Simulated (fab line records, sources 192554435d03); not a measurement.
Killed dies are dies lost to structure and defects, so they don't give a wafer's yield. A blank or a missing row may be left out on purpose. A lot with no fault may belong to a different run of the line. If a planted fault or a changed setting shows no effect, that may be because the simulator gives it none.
fab line records    flow n5Finfet
[record] lots = 14  wafers = 42  lastDay = 19
route steps=1938 shown BEOL_M2@911 BEOL_M3@934 BEOL_M4@1111
lots that met no fault: taken from a fault-free run of the same line
startH: start of the lot's first displayed wafer, in hours after the record's first day    waitH: hours from the lot's prior step to this one    " identical to the entry in the row above    L1.1+2: a row that stands for several wafers    - no value, or no start given    * or withheld: withheld    < > ~ a bound
route shown NAME@n: a module of which the file shows steps, and the number in the route of the first    usual: the fault-free wafers' mean and standard deviation    same: alike in all rows    chamber/n: place in a boat    sites: readings site by site    _std_site: the standard deviation of these    _edge_site: outer sites' mean less inner sites'    radiusMm: how far each site lies from the wafer's centre    mask NAME#n: copy n    behind: the most recent tool/chamber to have shaped the wafer    hold: reason for holding the lot/hours on hold/outcome of the hold    device: names the non-switching transistor (n, p or np)    end of line: tests of these same wafers at the route's end    a step given without rows: its recipe and nothing more    killed: dies that structure and defects cost at the first sort, which is not the same as the wafer's yield    map: the dies of a wafer, with x for killed, . for not killed, _ for no die there
set.NAME: the setting as run; set.NAME@STEP: as run at that earlier step    model.NAME: the simulator's own value behind a step, which no gauge read
route steps across a sampled set of lots; one table per step, one row per wafer
services: from which hour (startH, from the record's first day; less than 0 if before it) a tool's chamber was out of use, for how many hours, and why
[[steps]]
[step N5_BEOL_M2_ANNEAL_87]
[recipe] tempC = 400  timeS = 240  ambient = vacuum
[usual] heaterPowerW = 830/45
lot.wafer  tool           chamber  startH  waitH  heaterPowerW
L997.1     pvdSputter-02  -        141.04  0.0    777
L997.3     "              -        "       "      810
L997.5     "              -        "       "      777
L999.3     pvdSputter-01  -        153.03  0.0    828
L999.4     "              -        "       "      727
L999.6     "              -        "       "      853
L101.1     pvdSputter-01  -        166.04  0.0    756
L101.3     "              -        "       "      792
L101.5     "              -        "       "      836
L102.1     pvdSputter-01  -        169.87  0.0    829
L102.2     "              -        "       "      869
L102.6     "              -        "       "      816
L107.1     pvdSputter-02  -        196.33  0.0    788
L107.2     "              -        "       "      824
L107.4     "              -        "       "      861
L117.3     pvdSputter-02  -        264.43  0.0    807
L117.4     "              -        "       "      824
L117.5     "              -        "       "      778
L112.3     pvdSputter-02  -        266.27  0.0    818
L112.5     "              -        "       "      864
L112.6     "              -        "       "      827
L113.1     pvdSputter-01  -        266.69  0.0    768
L113.3     "              -        "       "      839
L113.6     "              -        "       "      800
L115.2     pvdSputter-02  -        268.39  0.0    772
L115.4     "              -        "       "      791
L115.6     "              -        "       "      847
L114.1     pvdSputter-03  -        270.99  0.0    900
L114.2     "              -        "       "      787
L114.3     "              -        "       "      893
L116.2     pvdSputter-02  -        277.05  0.0    833
L116.3     "              -        "       "      797
L116.6     "              -        "       "      787
L119.1     pvdSputter-01  -        280.91  0.0    772
L119.4     "              -        "       "      808
L119.5     "              -        "       "      800
L109.3     pvdSputter-02  -        288.62  0.0    785
L109.4     "              -        "       "      812
L109.5     "              -        "       "      792
L120.1     pvdSputter-02  -        298.05  0.0    894
L120.3     "              -        "       "      801
L120.6     "              -        "       "      773
[step N5_BEOL_M2_ANNEAL_93]
[recipe] tempC = 400  timeS = 240  ambient = vacuum
[usual] heaterPowerW = 830/44
lot.wafer  tool           chamber  startH  waitH  heaterPowerW
L997.1     pvdSputter-02  -        141.76  0.0    775
L997.3     "              -        "       "      805
L997.5     "              -        "       "      815
L999.3     pvdSputter-01  -        153.75  0.0    781
L999.4     "              -        "       "      757
L999.6     "              -        "       "      834
L101.1     pvdSputter-01  -        166.70  0.0    757
L101.3     "              -        "       "      799
L101.5     "              -        "       "      864
L102.1     pvdSputter-01  -        170.53  0.0    832
L102.2     "              -        "       "      861
L102.6     "              -        "       "      826
L107.1     pvdSputter-02  -        196.99  0.0    798
L107.2     "              -        "       "      818
L107.4     "              -        "       "      851
L117.3     pvdSputter-02  -        265.09  0.0    787
L117.4     "              -        "       "      803
L117.5     "              -        "       "      778
L112.3     pvdSputter-02  -        266.93  0.0    800
L112.5     "              -        "       "      844
L112.6     "              -        "       "      836
L113.1     pvdSputter-01  -        267.35  0.0    766
L113.3     "              -        "       "      825
L113.6     "              -        "       "      792
L115.2     pvdSputter-02  -        269.05  0.0    780
L115.4     "              -        "       "      801
L115.6     "              -        "       "      859
L114.1     pvdSputter-03  -        271.65  0.0    885
L114.2     "              -        "       "      814
L114.3     "              -        "       "      872
L116.2     pvdSputter-02  -        277.71  0.0    811
L116.3     "              -        "       "      793
L116.6     "              -        "       "      798
L119.1     pvdSputter-01  -        281.57  0.0    776
L119.4     "              -        "       "      826
L119.5     "              -        "       "      793
L109.3     pvdSputter-02  -        289.28  0.0    778
L109.4     "              -        "       "      842
L109.5     "              -        "       "      785
L120.1     pvdSputter-02  -        298.71  0.0    847
L120.3     "              -        "       "      793
L120.6     "              -        "       "      788
[step N5_BEOL_M2_INSPECT_59]
[recipe] inspectInstrument = darkfield  mode = postDep
[usual] rawDefectCount = 68/24
lot.wafer  tool              chamber  startH  waitH  rawDefectCount
L997.1     defectInspect-01  -        143.24  0.0    103
L997.3     "                 -        "       "      75
L997.5     "                 -        "       "      92
L999.3     defectInspect-02  -        155.28  0.0    71
L999.4     "                 -        "       "      54
L999.6     "                 -        "       "      65
L101.1     defectInspect-02  -        168.15  0.0    36
L101.3     "                 -        "       "      36
L101.5     "                 -        "       "      59
L102.1     defectInspect-01  -        171.96  0.0    56
L102.2     "                 -        "       "      62
L102.6     "                 -        "       "      22
L107.1     defectInspect-01  -        198.63  0.0    40
L107.2     "                 -        "       "      64
L107.4     "                 -        "       "      60
L117.3     defectInspect-02  -        266.53  0.0    32
L117.4     "                 -        "       "      35
L117.5     "                 -        "       "      45
L112.3     defectInspect-01  -        268.37  0.0    57
L112.5     "                 -        "       "      43
L112.6     "                 -        "       "      63
L113.1     defectInspect-01  -        268.78  0.0    53
L113.3     "                 -        "       "      79
L113.6     "                 -        "       "      58
L115.2     defectInspect-02  -        270.49  0.0    125
L115.4     "                 -        "       "      51
L115.6     "                 -        "       "      81
L114.1     defectInspect-01  -        273.08  0.0    55
L114.2     "                 -        "       "      104
L114.3     "                 -        "       "      80
L116.2     defectInspect-01  -        279.16  0.0    53
L116.3     "                 -        "       "      59
L116.6     "                 -        "       "      61
L119.1     defectInspect-02  -        283.00  0.0    60
L119.4     "                 -        "       "      131
L119.5     "                 -        "       "      56
L109.3     defectInspect-02  -        290.72  0.0    45
L109.4     "                 -        "       "      47
L109.5     "                 -        "       "      44
L120.1     defectInspect-02  -        300.15  0.0    72
L120.3     "                 -        "       "      63
L120.6     "                 -        "       "      68
[step N5_BEOL_M3_HM_DEP_02]
[recipe] material = TiN  targetThkA = 200  tempC = 25  chamberPressurePa = 0.49996
[usual] chamberPressurePa = 0.5000/0.0011  substrateTempC = 25.01/0.1  throttleValvePct = 29.8/1.1
lot.wafer  tool           chamber  startH  waitH  chamberPressurePa  substrateTempC  throttleValvePct
L997.1     pvdSputter-02  -        144.44  1.0    0.4990             25.05           29.3
L997.3     "              -        "       "      0.4979             25.13           29.1
L997.5     "              -        "       "      0.4997             25.05           28.4
L999.3     pvdSputter-03  -        156.05  0.6    0.4985             25.00           28.3
L999.4     "              -        "       "      0.4987             24.94           31.1
L999.6     "              -        "       "      0.4991             24.94           31.3
L101.1     pvdSputter-01  -        168.63  0.3    -                  -               -
L101.3     "              -        "       "      -                  -               -
L101.5     "              -        "       "      -                  -               -
L102.1     pvdSputter-03  -        172.86  0.7    -                  -               -
L102.2     "              -        "       "      -                  -               -
L102.6     "              -        "       "      -                  -               -
L107.1     pvdSputter-03  -        200.61  1.8    0.5003             24.85           28.2
L107.2     "              -        "       "      0.5007             25.00           28.8
L107.4     "              -        "       "      0.5003             24.91           30.5
L117.3     pvdSputter-02  -        267.37  0.7    0.4994             24.94           28.7
L117.4     "              -        "       "      0.5013             25.09           28.8
L117.5     "              -        "       "      0.4995             25.01           28.3
L112.3     pvdSputter-02  -        270.25  1.7    0.5003             25.12           30.3
L112.5     "              -        "       "      0.5009             24.90           29.1
L112.6     "              -        "       "      0.5008             24.96           29.3
L113.1     pvdSputter-02  -        270.39  1.4    0.4982             25.08           28.2
L113.3     "              -        "       "      0.5020             25.16           29.2
L113.6     "              -        "       "      0.4993             25.01           28.4
L115.2     pvdSputter-03  -        272.19  1.5    0.4978             25.07           28.8
L115.4     "              -        "       "      0.4998             25.05           28.2
L115.6     "              -        "       "      0.4978             25.06           29.0
L114.1     pvdSputter-03  -        275.25  2.0    0.5000             25.08           28.2
L114.2     "              -        "       "      0.5002             24.89           31.4
L114.3     "              -        "       "      0.5018             24.82           28.8
L116.2     pvdSputter-03  -        280.23  0.9    0.4991             24.99           29.0
L116.3     "              -        "       "      0.5021             25.09           31.2
L116.6     "              -        "       "      0.5008             25.20           31.5
L119.1     pvdSputter-02  -        283.99  0.8    0.4993             25.31           28.3
L119.4     "              -        "       "      0.4995             25.04           29.4
L119.5     "              -        "       "      0.5002             25.09           28.9
L109.3     pvdSputter-03  -        294.28  3.4    0.5007             24.92           31.3
L109.4     "              -        "       "      0.5013             25.04           28.7
L109.5     "              -        "       "      0.5006             25.02           28.7
L120.1     pvdSputter-01  -        301.66  1.4    0.5001             24.99           31.3
L120.3     "              -        "       "      0.5005             25.03           30.3
L120.6     "              -        "       "      0.5012             25.13           30.2
[step N5_BEOL_M3_HM_OPEN_17]
[recipe] chemistry = Cl2/BCl3  targetDepthA = 200  overetchA = 60  target = TiN  maskMaterial = SOC  ionEnergyEv = 150  pressureMtorr = 10  icpW = 1000  biasW = 126  Cl2_flow_sccm = 53.25  bcl3FlowSccm = 21.75  Ar_flow_sccm = 25
[usual] biasW = 126.0/0.4  drypumpMotorCurrentA = 5.8/0.33  oesProductAu = 0.69/0.092  throttleValvePct = 22.12/0.23
lot.wafer  tool         chamber  startH  waitH  biasW  drypumpMotorCurrentA  oesProductAu  rfHoursCounterH  throttleValvePct
L997.1     rieMetal-02  1        145.37  0.0    126.1  5.6                   0.77          5                22.02
L997.3     "            0        "       "      125.9  5.9                   0.68          -                21.67
L997.5     "            1        "       "      125.6  5.6                   0.78          -                22.02
L999.3     rieMetal-03  0        156.98  0.1    125.8  6.0                   0.76          -                22.11
L999.4     "            1        "       "      125.7  6.1                   0.51          -                22.32
L999.6     "            0        "       "      126.0  6.0                   0.76          -                22.10
L101.1     rieMetal-03  0        170.08  0.0    125.8  6.0                   0.33          15               22.78
L101.3     "            0        "       "      126.3  6.0                   0.32          -                22.78
L101.5     "            1        "       "      126.6  6.1                   0.22          -                22.95
L102.1     rieMetal-03  1        173.87  0.0    125.2  6.1                   0.22          128              22.97
L102.2     "            0        "       "      126.1  6.0                   0.33          15               22.80
L102.6     "            1        "       "      125.0  6.2                   0.22          -                22.95
L107.1     rieMetal-01  1        201.59  0.0    125.2  5.1                   0.68          34               22.09
L107.2     "            0        "       "      126.0  5.8                   0.53          125              22.58
L107.4     "            0        "       "      125.9  5.8                   0.52          -                22.57
L117.3     rieMetal-03  1        268.29  0.1    125.9  6.2                   0.81          -                22.02
L117.4     "            0        "       "      126.4  6.0                   0.70          -                22.18
L117.5     "            1        "       "      126.1  6.1                   0.80          -                22.02
L112.3     rieMetal-03  1        271.17  0.1    127.0  6.0                   0.80          -                22.00
L112.5     "            1        "       "      126.2  6.1                   0.80          -                22.01
L112.6     "            0        "       "      126.4  6.0                   0.72          -                22.16
L113.1     rieMetal-02  0        271.30  0.0    125.7  5.9                   0.65          41               21.68
L113.3     "            0        "       "      126.2  5.9                   0.65          -                21.69
L113.6     "            0        "       "      125.5  5.9                   0.66          -                21.69
L115.2     rieMetal-03  0        273.07  0.0    125.1  5.9                   0.71          28               22.16
L115.4     "            1        "       "      126.3  6.2                   0.81          -                21.99
L115.6     "            1        "       "      125.6  6.1                   0.81          -                21.99
L114.1     rieMetal-03  1        276.13  0.0    126.6  6.1                   0.81          4                21.98
L114.2     "            0        "       "      125.3  6.0                   0.70          29               22.17
L114.3     "            1        "       "      125.9  6.1                   0.80          -                22.00
L116.2     rieMetal-01  1        280.99  0.0    126.3  5.1                   0.65          42               22.11
L116.3     "            0        "       "      125.7  5.8                   0.78          -                22.25
L116.6     "            0        "       "      126.1  5.8                   0.78          -                22.27
L119.1     rieMetal-03  0        284.75  0.0    126.6  5.9                   0.70          30               22.18
L119.4     "            0        "       "      126.2  6.0                   0.69          -                22.19
L119.5     "            1        "       "      126.0  6.2                   0.78          -                22.02
L109.3     rieMetal-01  0        295.19  0.1    126.4  5.8                   0.79          -                22.27
L109.4     "            1        "       "      126.5  5.1                   0.66          -                22.12
L109.5     "            0        "       "      126.2  5.8                   0.78          -                22.26
L120.1     rieMetal-01  0        302.54  0.0    126.3  5.8                   0.77          5                22.27
L120.3     "            1        "       "      126.2  5.1                   0.66          -                22.13
L120.6     "            0        "       "      126.2  5.8                   0.78          -                22.25
[step N5_BEOL_M3_CD_MEAS_18]
[recipe] pitchNm = 36  targetCdNm = 18
[usual] cdNm = 18.1/0.38
lot.wafer  tool      chamber  startH  waitH  cdNm
L997.1     cdSem-01  -        145.55  0.0    17.8
L997.3     "         -        "       "      18.3
L997.5     "         -        "       "      18.0
L999.3     cdSem-01  -        157.14  0.1    17.8
L999.4     "         -        "       "      17.3
L999.6     "         -        "       "      18.2
L101.1     cdSem-01  -        170.26  0.0    -
L101.3     "         -        "       "      -
L101.5     "         -        "       "      -
L102.1     cdSem-01  -        174.05  0.0    -
L102.2     "         -        "       "      -
L102.6     "         -        "       "      -
L107.1     cdSem-01  -        201.96  0.0    18.3
L107.2     "         -        "       "      18.6
L107.4     "         -        "       "      18.9
L117.3     cdSem-03  -        268.45  0.1    18.3
L117.4     "         -        "       "      18.3
L117.5     "         -        "       "      18.0
L112.3     cdSem-01  -        271.32  0.1    19.2
L112.5     "         -        "       "      18.8
L112.6     "         -        "       "      18.0
L113.1     cdSem-01  -        271.48  0.0    17.7
L113.3     "         -        "       "      17.8
L113.6     "         -        "       "      18.0
L115.2     cdSem-02  -        273.25  0.1    17.9
L115.4     "         -        "       "      18.1
L115.6     "         -        "       "      18.5
L114.1     cdSem-02  -        276.32  0.0    18.2
L114.2     "         -        "       "      18.2
L114.3     "         -        "       "      18.1
L116.2     cdSem-03  -        281.17  0.1    18.0
L116.3     "         -        "       "      18.0
L116.6     "         -        "       "      17.6
L119.1     cdSem-01  -        284.93  0.0    18.5
L119.4     "         -        "       "      17.9
L119.5     "         -        "       "      18.2
L109.3     cdSem-01  -        295.35  0.1    18.1
L109.4     "         -        "       "      18.4
L109.5     "         -        "       "      17.8
L120.1     cdSem-03  -        302.72  0.0    18.0
L120.3     "         -        "       "      18.4
L120.6     "         -        "       "      18.6
[step N5_BEOL_M4_RC_MEAS_101]
[usual] DIBL_N = 36.3/1.9  DIBL_P = 36.0/2.1  IOFF_N = 0.16/0.031  IOFF_P = 0.21/0.035  ION_N = 675/14  ION_P = 464/8.5  SS_N = 71.5/0.6  SS_P = 73.3/0.72  VT_N = 250/3.2  VT_P = -250/3.1
lot.wafer  tool       chamber  startH  waitH  DIBL_N[mV/V]  DIBL_P[mV/V]  IOFF_N[nA/um]  IOFF_P[nA/um]  ION_N[uA/um]  ION_P[uA/um]  SS_N[mV/dec]  SS_P[mV/dec]  VT_N[mV]  VT_P[mV]
L997.1     prober-02  0        162.43  0.0    37.9          38.3          0.19           0.27           683           472           71.8          74.1          247       -245
L997.3     "          0        "       "      38.2          39.7          0.21           0.31           705           484           71.7          74.4          245       -244
L997.5     "          0        "       "      37.5          38.2          0.19           0.27           688           470           71.7          74.0          245       -246
L999.3     prober-01  0        174.19  0.3    33.5          31.3          0.11           0.14           649           443           70.3          72.5          254       -258
L999.4     "          0        "       "      37.7          36.1          0.17           0.20           662           455           72.0          73.5          253       -252
L999.6     "          0        "       "      34.6          32.5          0.13           0.15           664           452           71.9          72.4          253       -256
L107.1     prober-01  0        214.27  0.0    35.1          35.4          0.14           0.20           681           474           71.3          72.9          250       -250
L107.2     "          0        "       "      34.2          34.7          0.13           0.19           668           459           71.3          73.1          254       -251
L107.4     "          0        "       "      34.3          32.9          0.11           0.15           656           449           71.3          72.6          259       -254
L117.3     prober-01  0        289.68  0.3    35.2          36.5          0.14           0.17           678           458           70.4          72.9          248       -257
L117.4     "          0        "       "      35.7          36.8          0.16           0.18           681           457           71.7          73.2          248       -254
L117.5     "          0        "       "      37.2          39.7          0.19           0.22           698           471           72.5          73.5          246       -250
L113.1     prober-02  0        295.30  0.0    39.3          40.2          0.22           0.29           696           484           72.3          74.4          246       -245
L113.3     "          0        "       "      36.0          35.6          0.15           0.19           694           475           70.8          73.4          249       -251
L113.6     "          0        "       "      36.2          36.0          0.15           0.20           686           472           71.5          73.3          249       -252
L112.3     prober-01  0        302.67  0.3    33.1          32.6          0.11           0.14           665           450           69.9          72.3          255       -255
L112.5     "          0        "       "      37.4          37.9          0.17           0.21           680           470           71.8          73.6          253       -252
L112.6     "          0        "       "      33.9          34.1          0.12           0.15           664           453           70.9          72.7          254       -255
L115.2     prober-02  0        307.71  0.2    37.5          35.8          0.16           0.21           694           471           71.5          74.1          249       -249
L115.4     "          0        "       "      39.9          38.6          0.21           0.25           683           462           72.6          74.0          245       -247
L115.6     "          0        "       "      40.5          39.5          0.24           0.27           715           481           72.2          74.0          244       -245
L114.1     prober-01  0        313.40  0.0    38.9          37.9          0.18           0.24           673           462           71.4          74.0          248       -249
L114.2     "          0        "       "      36.9          34.5          0.15           0.19           673           456           71.2          73.6          249       -252
L114.3     "          0        "       "      37.8          36.4          0.15           0.22           648           451           72.2          74.2          253       -252
L116.2     prober-01  0        321.02  0.2    36.4          36.4          0.18           0.21           668           460           72.1          73.0          249       -249
L116.3     "          0        "       "      36.8          38.3          0.19           0.24           685           466           71.9          74.0          247       -248
L116.6     "          0        "       "      36.2          37.6          0.18           0.25           681           469           71.6          74.3          246       -246
L119.1     prober-02  0        324.58  0.0    35.8          36.4          0.15           0.23           676           469           72.4          73.1          251       -249
L119.4     "          0        "       "      34.3          34.6          0.13           0.19           673           465           71.7          72.1          253       -250
L119.5     "          0        "       "      36.3          36.0          0.15           0.21           676           465           72.0          72.5          251       -249
L109.3     prober-01  0        326.96  0.3    36.0          36.1          0.17           0.25           686           473           71.2          72.8          246       -243
L109.4     "          0        "       "      35.6          35.3          0.16           0.23           681           468           71.7          72.9          247       -249
L109.5     "          0        "       "      36.2          35.1          0.17           0.22           678           467           71.7          73.2          247       -248
L120.1     prober-01  0        340.67  0.0    36.2          36.7          0.15           0.21           668           460           71.1          73.1          250       -249
L120.3     "          0        "       "      36.5          36.7          0.15           0.21           668           458           70.7          73.2          251       -248
L120.6     "          0        "       "      36.9          37.3          0.16           0.21           665           457           71.4          74.1          251       -250
[[services]]
tool           chamber  startH  hours  kind
rieMetal-01    -        127.81  0.4    repair
rieMetal-01    1        141.82  15.0   repair
rieMetal-02    -        144.10  1.1    repair
rieMetal-02    -        165.01  0.2    repair
rieMetal-03    1        192.54  5.3    repair
rieMetal-03    -        204.44  0.5    repair
rieMetal-02    -        205.98  2.8    pm
rieMetal-03    1        222.54  -      clean
rieMetal-03    1        222.54  21.0   scheduledDown
rieMetal-03    1        222.54  21.0   ventCycle
rieMetal-01    0        227.38  -      clean
rieMetal-01    0        227.38  18.4   scheduledDown
rieMetal-01    0        227.38  18.4   ventCycle
rieMetal-02    1        239.77  14.1   repair
rieMetal-02    0        252.88  2.0    repair
pvdSputter-01  -        273.00  6.9    repair
rieMetal-02    1        279.91  1.1    repair
[[key]]
[firstSign] step = N5_BEOL_M3_HM_DEP_02  reading = toolRecord  direction = missing
[effect] step = N5_BEOL_M3_HM_OPEN_17  reading = oesProductAu  direction = down  sigmas = 4.6  usual = 0.69  struck = 0.27
[effect] step = N5_BEOL_M3_CD_MEAS_18  reading = cdNm  direction = missing
metAt N5_BEOL_M3_HM_DEP_02
struckLots L101,L102
laterRowsLeftOut L101.1,L101.3,L101.5,L102.1,L102.2,L102.6
sortLeftOut L101.1,L101.3,L101.5,L102.1,L102.2,L102.6
notActingAt N5_BEOL_M2_ANNEAL_87,N5_BEOL_M2_ANNEAL_93,N5_BEOL_M2_INSPECT_59
onsetBetween 156.05 168.63
[fault] kind = skippedStepWhole  tool = pvdSputter-01,pvdSputter-03  chamber = -  onsetH = 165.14  steps = N5_BEOL_M3_HM_DEP_02  scope = struckLotsOnly
// sortLeftOut: the simulated sort isn't trusted on such a fault, so these wafers' sort isn't shown, and their yield isn't known
// laterRowsLeftOut: the simulator's readings of these wafers behind a module that went badly wrong aren't trusted and aren't shown, but for the sort
